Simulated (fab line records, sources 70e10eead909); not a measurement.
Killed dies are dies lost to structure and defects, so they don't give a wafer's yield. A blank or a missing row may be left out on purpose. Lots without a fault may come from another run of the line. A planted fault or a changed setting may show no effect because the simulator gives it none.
Which tool did it? | flow nand_harc | 12 lots, 36 wafers sampled, at 6 steps of a route of 1159

WHAT THE GAUGES READ, wafer by wafer
NHARC_A_SGD_CUT_INSPECT_25. Usual: raw_defect_count 294, standard deviation 68.
lot  | measured     | on                | raw_defect_count | flag
L824 | day 14 16:47 | defect_inspect-02 | 221 342 264      |
L827 | day 15 19:49 | defect_inspect-02 | 335 272 305      |
L830 | day 16 09:13 | defect_inspect-02 | 545 531 629      | OFF
L832 | day 16 13:32 | defect_inspect-02 | 652 710 608      | OFF
L835 | day 17 09:33 | defect_inspect-02 | 299 390 344      |
L837 | day 17 09:24 | defect_inspect-01 | 282 312 288      |
L836 | day 18 05:50 | defect_inspect-02 | 386 265 276      |
L840 | day 18 15:28 | defect_inspect-01 | 334 274 257      |
L841 | day 19 07:22 | defect_inspect-02 | 362 352 352      |
L842 | day 19 07:23 | defect_inspect-01 | 241 213 204      |
L843 | day 19 10:10 | defect_inspect-02 | 329 236 225      |
L845 | day 20 11:31 | defect_inspect-02 | 311 256 270      |

NHARC_END_SORT_01. Usual: killed_at_array 27, standard deviation 11; killed_at_other 0.6, standard deviation 1; killed_at_periphery 3.0, standard deviation 2.1; killed_dies 31, standard deviation 12; killed_open 3.2, standard deviation 1.7; killed_short 1.7, standard deviation 1.4.
lot  | measured     | on        | killed_at_array | killed_at_other | killed_at_periphery | killed_dies | killed_open | killed_short | flag
L830 | day 22 02:11 | prober-02 | 97 84 95        | 1 0 0           | 3 7 2               | 101 91 97   | 2 3 2       | 3 3 1        | OFF
L832 | day 21 18:46 | prober-01 | 87 73 68        | 0 0 1           | 1 2 1               | 88 75 70    | 3 3 1       | 2 1 1        | OFF
L836 | day 23 12:03 | prober-02 | 22 32 29        | 0 1 1           | 5 3 2               | 27 36 32    | 4 6 7       | 3 2 1        |
L841 | day 24 14:32 | prober-02 | 25 27 27        | 0 0 0           | 3 4 2               | 28 31 29    | 2 6 3       | 3 2 1        |
L842 | day 24 12:21 | prober-01 | 49 50 45        | 0 1 0           | 6 2 5               | 55 53 50    | 5 2 6       | 1 3 2        |
L843 | day 25 01:40 | prober-01 | 54 42 46        | 0 0 0           | 2 5 6               | 56 47 52    | 2 5 3       | 0 1 0        |

WHICH TOOL RAN EACH LOT (tool, then ch and the chambers of the sampled wafers, then the start)
lot  | NHARC_A_SGD_CUT_ETCH_16                       | NHARC_A_SGD_CUT_STRIP_17                      | NHARC_A_SGD_CUT_STRIP_28           | NHARC_A_SLIT_DEP_00
L824 | rie_diel-05 ch 1,2,3, day 14 16:41 or earlier | rie_diel-05 ch 1,3, day 14 16:41 or earlier   | rie_diel-06 ch 0,1,2, day 14 16:41 | acl_dep-02 ch 0, day 14 17:38
L827 | rie_diel-06 ch 0,1,3, day 15 19:43 or earlier | rie_diel-06 ch 0,1,3, day 15 19:43 or earlier | rie_diel-05 ch 0,2,3, day 15 19:43 | acl_dep-03 ch 0, day 15 21:00
L830 | rie_diel-13 ch 1,3, day 16 09:07 or earlier   | rie_diel-13 ch 1,3, day 16 09:07 or earlier   | rie_diel-06 ch 0,3, day 16 09:07   | acl_dep-01 ch 0, day 16 12:54
L832 | rie_diel-13 ch 1,2, day 16 13:26 or earlier   | rie_diel-13 ch 0,2, day 16 13:26 or earlier   | rie_diel-06 ch 2,3, day 16 13:26   | acl_dep-03 ch 0, day 16 16:41
L835 | rie_diel-05 ch 1,3, day 17 09:26 or earlier   | rie_diel-05 ch 1,3, day 17 09:26 or earlier   | rie_diel-13 ch 1,2, day 17 09:26   | acl_dep-03 ch 0, day 17 10:17
L837 | rie_diel-13 ch 1,3, day 17 09:18 or earlier   | rie_diel-13 ch 1,3, day 17 09:18 or earlier   | rie_diel-05 ch 1,3, day 17 09:18   | acl_dep-02 ch 0, day 17 10:08
L836 | rie_diel-05 ch 1,2, day 18 05:44 or earlier   | rie_diel-05 ch 0,1,2, day 18 05:44 or earlier | rie_diel-13 ch 0,2, day 18 05:44   | acl_dep-01 ch 0, day 18 06:14
L840 | rie_diel-05 ch 0,2,3, day 18 15:22 or earlier | rie_diel-05 ch 0,1,3, day 18 15:22 or earlier | rie_diel-05 ch 1,2,3, day 18 15:22 | acl_dep-03 ch 0, day 18 16:03
L841 | rie_diel-05 ch 1,3, day 19 07:16 or earlier   | rie_diel-05 ch 2,3, day 19 07:16 or earlier   | rie_diel-06 ch 0,2,3, day 19 07:16 | acl_dep-02 ch 0, day 19 07:47
L842 | rie_diel-06 ch 0,1,2, day 19 07:17 or earlier | rie_diel-06 ch 0,2,3, day 19 07:17 or earlier | rie_diel-05 ch 1,2,3, day 19 07:17 | acl_dep-03 ch 0, day 19 07:47
L843 | rie_diel-06 ch 0,1,3, day 19 10:03 or earlier | rie_diel-06 ch 1,2,3, day 19 10:03 or earlier | rie_diel-05 ch 0,1,3, day 19 10:03 | acl_dep-03 ch 0, day 19 11:19
L845 | rie_diel-05 ch 0,1,3, day 20 11:25 or earlier | rie_diel-05 ch 0,2,3, day 20 11:25 or earlier | rie_diel-13 ch 1,2, day 20 11:25   | acl_dep-03 ch 0, day 20 13:47
- NHARC_A_SGD_CUT_ETCH_16: etches the open film in C4F8/O2/Ar, target depth 310.5 nm, time 155.2 s.
- NHARC_A_SGD_CUT_STRIP_17: strips in O2.
- NHARC_A_SGD_CUT_STRIP_28: strips in O2, time 20 s.
- NHARC_A_SLIT_DEP_00: deposits aC, target thk 3200 nm.

WHAT THE TOOLS THEMSELVES READ (means of the sampled wafers that have a number; where no wafer has one, the mark that the record gives instead)
NHARC_A_SGD_CUT_ETCH_16. Usual: bias_w 800.0 W, standard deviation 2.5; oes_product_au 0.973 a.u., standard deviation 0.018; rf_vpp_V 725 V, standard deviation 4.6.
lot  | tool        | bias_w (W) | oes_product_au (a.u.) | rf_vpp_V (V) | flag
L824 | rie_diel-05 | 798.6      | 0.952                 | 729          |
L827 | rie_diel-06 | 801.0      | 0.954                 | 726          |
L830 | rie_diel-13 | 801.6      | 0.951                 | 727          |
L832 | rie_diel-13 | 801.9      | 0.964                 | 721          |
L835 | rie_diel-05 | 800.8      | 0.992                 | 729          |
L837 | rie_diel-13 | 799.3      | 0.966                 | 726          |
L836 | rie_diel-05 | 800.6      | 0.946                 | 725          |
L840 | rie_diel-05 | 800.0      | 0.976                 | 725          |
L841 | rie_diel-05 | 799.0      | 0.995                 | 726          |
L842 | rie_diel-06 | 801.6      | 0.989                 | 724          |
L843 | rie_diel-06 | 798.0      | 0.984                 | 726          |
L845 | rie_diel-05 | 799.7      | 0.977                 | 723          |

NHARC_A_SGD_CUT_STRIP_17. Usual: drypump_motor_current_A 5.9 A, standard deviation 0.46; oes_product_au 1.003 a.u., standard deviation 0.009; rf_vpp_V 57.9 V, standard deviation 0.86; showerhead_plenum_p_Torr 3.58 Torr, standard deviation 0.16; throttle_valve_pct 17.036 %, standard deviation 0.0097.
lot  | tool        | drypump_motor_current_A (A) | oes_product_au (a.u.) | rf_vpp_V (V) | showerhead_plenum_p_Torr (Torr) | throttle_valve_pct (%) | flag
L824 | rie_diel-05 | 6.2                         | 1.006                 | 57.2         | 3.70                            | 17.033                 |
L827 | rie_diel-06 | 6.0                         | 0.999                 | 58.5         | 3.62                            | 17.041                 |
L830 | rie_diel-13 | 5.8                         | 0.999                 | 58.0         | 3.61                            | 17.032                 |
L832 | rie_diel-13 | 5.6                         | 0.993                 | 57.8         | 3.33                            | 17.030                 |
L835 | rie_diel-05 | 6.1                         | 1.003                 | 58.4         | 3.62                            | 17.025                 |
L837 | rie_diel-13 | 5.8                         | 0.997                 | 57.6         | 3.61                            | 17.033                 |
L836 | rie_diel-05 | 5.8                         | 0.997                 | 57.9         | 3.53                            | 17.034                 |
L840 | rie_diel-05 | 5.8                         | 1.010                 | 58.2         | 3.53                            | 17.037                 |
L841 | rie_diel-05 | 6.4                         | 1.017                 | 58.6         | 3.75                            | 17.031                 |
L842 | rie_diel-06 | 6.2                         | 1.007                 | 57.9         | 3.57                            | 17.040                 |
L843 | rie_diel-06 | 5.9                         | 1.000                 | 57.4         | 3.60                            | 17.023                 |
L845 | rie_diel-05 | 6.0                         | 1.003                 | 57.5         | 3.59                            | 17.034                 |

NHARC_A_SGD_CUT_STRIP_28. Usual: drypump_motor_current_A 5.8 A, standard deviation 0.47; oes_product_au 1.002 a.u., standard deviation 0.011; rf_vpp_V 57.9 V, standard deviation 0.95; showerhead_plenum_p_Torr 3.55 Torr, standard deviation 0.17; throttle_valve_pct 17.036 %, standard deviation 0.0094.
lot  | tool        | drypump_motor_current_A (A) | oes_product_au (a.u.) | rf_vpp_V (V) | showerhead_plenum_p_Torr (Torr) | throttle_valve_pct (%) | flag
L824 | rie_diel-06 | 5.9                         | 1.003                 | 58.0         | 3.57                            | 17.043                 |
L827 | rie_diel-05 | 6.0                         | 1.011                 | 57.7         | 3.60                            | 17.038                 |
L830 | rie_diel-06 | 6.4                         | 1.007                 | 57.5         | 3.59                            | 17.032                 |
L832 | rie_diel-06 | 6.3                         | 1.010                 | 57.9         | 3.61                            | 17.043                 |
L835 | rie_diel-13 | 6.0                         | 1.002                 | 57.1         | 3.46                            | 17.040                 |
L837 | rie_diel-05 | 6.2                         | 1.010                 | 58.4         | 3.69                            | 17.038                 |
L836 | rie_diel-13 | 5.5                         | 0.993                 | 57.9         | 3.33                            | 17.042                 |
L840 | rie_diel-05 | 6.2                         | 1.000                 | 57.9         | 3.68                            | 17.034                 |
L841 | rie_diel-06 | 6.2                         | 1.006                 | 57.8         | 3.57                            | 17.035                 |
L842 | rie_diel-05 | 6.2                         | 1.004                 | 58.1         | 3.68                            | 17.025                 |
L843 | rie_diel-05 | 5.8                         | 1.012                 | 57.9         | 3.53                            | 17.030                 |
L845 | rie_diel-13 | 6.0                         | 0.996                 | 57.1         | 3.46                            | 17.043                 |

NHARC_A_SLIT_DEP_00. Usual: throttle_valve_pct 35.000 %, standard deviation 0.0093.
lot  | tool       | throttle_valve_pct (%) | flag
L824 | acl_dep-02 | 35.006                 |
L827 | acl_dep-03 | 35.002                 |
L830 | acl_dep-01 | 35.004                 |
L832 | acl_dep-03 | 35.004                 |
L835 | acl_dep-03 | 34.994                 |
L837 | acl_dep-02 | 34.995                 |
L836 | acl_dep-01 | 35.005                 |
L840 | acl_dep-03 | 35.000                 |
L841 | acl_dep-02 | 34.998                 |
L842 | acl_dep-03 | 35.001                 |
L843 | acl_dep-03 | 34.995                 |
L845 | acl_dep-03 | 34.991                 |

THE ANSWER, worked out from the rows above alone
Rule: a lot is off if the mean of its wafers that have a number lies more than 3 standard deviations from the usual mean. A lot without any number at a reading at which 4 lots or more have one is off too. The other lots that the step has rows for count as sound. The gauges are gone through in route order, then the tools' own readings, and for those a lot's mean is taken as printed above. The first step at which some lot is off is used, and at that step the reading that is off furthest; a lot without a number counts as furthest.
Off: L830, L832, at NHARC_A_SGD_CUT_INSPECT_25 (raw_defect_count).
A tool fits if, at a process step before that reading, it ran every lot that is off, and no sound lot after the first of them. The gauges at NHARC_A_SGD_CUT_INSPECT_25 aren't tried: what is off there is off at NHARC_END_SORT_01 too, on other tools, and a gauge's error can't cause that. NHARC_A_SGD_CUT_ETCH_16 gives no start for some lots, so the hours and the order of its lots are those of NHARC_A_SGD_CUT_STRIP_28. NHARC_A_SGD_CUT_STRIP_17 gives no start for some lots, so the hours and the order of its lots are those of NHARC_A_SGD_CUT_STRIP_28. None of those tried fits.

WHAT THE SIMULATOR HAD PUT IN
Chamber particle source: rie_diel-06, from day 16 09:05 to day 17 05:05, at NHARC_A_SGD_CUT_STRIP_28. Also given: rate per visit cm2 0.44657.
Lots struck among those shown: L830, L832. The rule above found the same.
